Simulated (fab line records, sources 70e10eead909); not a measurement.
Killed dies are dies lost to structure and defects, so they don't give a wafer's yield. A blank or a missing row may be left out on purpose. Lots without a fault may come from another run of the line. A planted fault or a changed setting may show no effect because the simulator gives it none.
Which tool did it? | flow nand_harc | 6 lots, 18 wafers sampled, at 5 steps of a route of 1159

WHAT THE GAUGES READ, wafer by wafer
NHARC_END_SORT_01.
lot  | measured     | on        | killed_at_array
L486 | day 24 11:31 | prober-02 | 140 121 97

WHICH TOOL RAN EACH LOT (tool, then ch and the chambers of the sampled wafers, then the start)
lot  | NHARC_A_STAIRCASE_PRECLEAN_256      | NHARC_THIN_TSV_CMP_01         | NHARC_THIN_TSV_DESCUM_14           | NHARC_THIN_TSV_ETCH_44
L464 | wet_bench-05 ch 0,1,6, day 11 12:56 | cmp-01 ch 1,3, day 19 02:59   | rie_diel-04 ch 0,1, day 19 04:26   | rie_diel-04 ch 0,3, day 19 04:37
L467 | wet_bench-05 ch 0,2,7, day 11 23:25 | cmp-01 ch 0,3, day 19 05:49   | rie_diel-10 ch 1,2,3, day 19 07:18 | rie_diel-10 ch 1,2,3, day 19 07:29
L468 | wet_bench-06 ch 2,6,7, day 12 11:18 | cmp-02 ch 2,3, day 19 19:04   | rie_diel-11 ch 0,2,3, day 19 20:26 | rie_diel-11 ch 1,2,3, day 19 20:31
L473 | wet_bench-06 ch 2,3,4, day 13 12:04 | cmp-03 ch 0,2,3, day 21 03:11 | rie_diel-11 ch 1,2,3, day 21 04:41 | rie_diel-11 ch 0,1,2, day 21 04:46
L474 | wet_bench-02 ch 1,2,3, day 14 20:52 | cmp-02 ch 1,3, day 22 02:51   | rie_diel-11 ch 0,1,3, day 22 04:18 | rie_diel-11 ch 0,1,2, day 22 04:29
L486 | wet_bench-02 ch 5,6,7, day 16 13:34 | cmp-02 ch 1,2, day 23 19:29   | rie_diel-10 ch 0,1, day 23 20:50   | rie_diel-10 ch 0,3, day 23 20:55
- NHARC_A_STAIRCASE_PRECLEAN_256: cleans in SC1.
- NHARC_THIN_TSV_CMP_01: polishes.
- NHARC_THIN_TSV_DESCUM_14: chemistry O2, time 3 s.
- NHARC_THIN_TSV_ETCH_44: etches the open film in CF4/O2, target depth 1594.2 nm, time 797.1 s.

THE ANSWER, worked out from the rows above alone
Rule: what is usual is taken from the lots themselves. Put in order of their means at a reading, lots are off if they are a third of the lots or fewer, leave a main group of 4 or more, and stand apart from it by a gap of 3 or more times the standard deviation of the main group's means; of several such gaps the widest counts. A main group whose means are all the same, to the digits that the tables above print for the reading, isn't used. A lot without any number at a reading at which 4 lots or more have one is off too. The other lots that the step has rows for count as sound.
No lot is off at any reading shown: from this, nothing can be told.

WHAT THE SIMULATOR HAD PUT IN
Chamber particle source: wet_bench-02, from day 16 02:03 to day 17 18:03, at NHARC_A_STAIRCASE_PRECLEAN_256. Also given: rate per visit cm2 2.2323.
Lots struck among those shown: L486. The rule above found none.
